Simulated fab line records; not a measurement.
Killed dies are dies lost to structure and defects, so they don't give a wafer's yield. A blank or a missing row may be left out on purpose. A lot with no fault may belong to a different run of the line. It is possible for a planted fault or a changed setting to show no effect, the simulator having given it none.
Comparing a struck lot with a sound one -- flow n5_finfet -- 14 steps out of a route of 1938
Sound: the wafers L559.1, L559.4, L559.6. The struck wafers were L569.2, L569.3, L569.4. The cause comes at the end.
Per side, at each step with rows, come the tool, then ch with its chambers, and then its first start. Under that, the readings that differ: sound wafers -- struck wafers -- difference of the means -- sigmas: that difference in standard deviations of wafers without a fault.
alike: same words and numbers on both sides, and readings whose means sit less than 2 such deviations apart. not compared: any withheld reading, any reading some wafer has no value for, any bound like >300 that may hide the same value, and any number with overlapping values for which the record gives no deviation.
The two part at a step that has a row with sigmas, a row that says differs or no value, or rows on one side only. Numbers that have no deviation but don't overlap get no sigmas and don't part them. A reading that every wafer of one side lacks parts them only if that side has two wafers or more.

N5_BEOL_M15_VIA_ETCH_16: etches SiO2 in C4F8/O2/Ar, target depth 1792.2 nm.
  sound on rie_diel-04 ch 0,1,3, day 11 19:40; struck on rie_diel-05 ch 1,2,3, day 14 07:24
  alike: drypump_motor_current_A, oes_f_703_au, oes_o_777_au, oes_product_au, rf_fwd_power_W, rf_vpp_V, showerhead_plenum_p_Torr, throttle_valve_pct
N5_BEOL_M15_STRIP_63: strips in O2.
  sound on rie_diel-04 ch 0,1,3; struck on rie_diel-05 ch 1,2,3
reading,sound,struck,difference,sigmas
rf_vpp_V (V),2.5 2.3 4.1,4.7 5.5 4.9,+2.1,+3
  alike: drypump_motor_current_A, oes_product_au, showerhead_plenum_p_Torr, throttle_valve_pct
  not compared: rf_hours_counter_h
N5_BEOL_M15_STRIP_64: strips in O2.
  sound on rie_diel-04 ch 0,1,3; struck on rie_diel-05 ch 1,2,3
  alike: drypump_motor_current_A, oes_product_au, rf_vpp_V, showerhead_plenum_p_Torr, throttle_valve_pct
  not compared: rf_hours_counter_h
then, 2 steps without rows for these wafers: N5_BEOL_M15_STRIP_65 (strips in post etch residue remover, time 60 s); N5_BEOL_M15_SRD_66 (time 30 s, dry time 30 s).
N5_BEOL_M15_CD_MEAS_17: the cd target is 360 nm.
  sound on cd_sem-01, day 11 20:05; struck on cd_sem-01, day 14 07:49
  alike: cd_nm
then, 1 step without rows for these wafers: N5_BEOL_M15_COAT_56 (time 60 s, resist thk 550 nm).
N5_BEOL_M15_ETCH_57: etches SOC in N2/H2, time 750 s.
  sound on rie_diel-05 ch 0,2, day 11 20:11; struck on rie_diel-04 ch 1,2,3, day 14 07:55
  alike: drypump_motor_current_A, oes_product_au, rf_fwd_power_W, rf_vpp_V, showerhead_plenum_p_Torr, throttle_valve_pct
  not compared: rf_hours_counter_h
then, 4 steps without rows for these wafers: N5_BEOL_M15_COAT_60 (time 60 s, resist thk 89 nm); N5_BEOL_M15_COAT_22 (resist thk 800 nm); N5_BEOL_M15_EBR_24; N5_BEOL_M15_SOFTBAKE_23 (time 60 s).
N5_BEOL_M15_EXPOSE_25: exposes mask M15, target cd 400 nm.
  sound on krf_scanner-02 ch 0, day 11 20:47; struck on krf_scanner-01, day 14 08:31
  no value came back on the struck wafers for exposure_dose_mJ_cm2, focus_offset_nm (nm); on the sound wafers exposure_dose_mJ_cm2 reads 35.50 35.44 35.47
  alike: mask
then, 1 step without rows for these wafers: N5_BEOL_M15_PEB_26 (peb time 90 s).

== WHERE THEY PART ==
Last at N5_BEOL_M15_EXPOSE_25 as far as this record goes, first at N5_BEOL_M15_STRIP_63.

WHY: whatever the simulator had introduced
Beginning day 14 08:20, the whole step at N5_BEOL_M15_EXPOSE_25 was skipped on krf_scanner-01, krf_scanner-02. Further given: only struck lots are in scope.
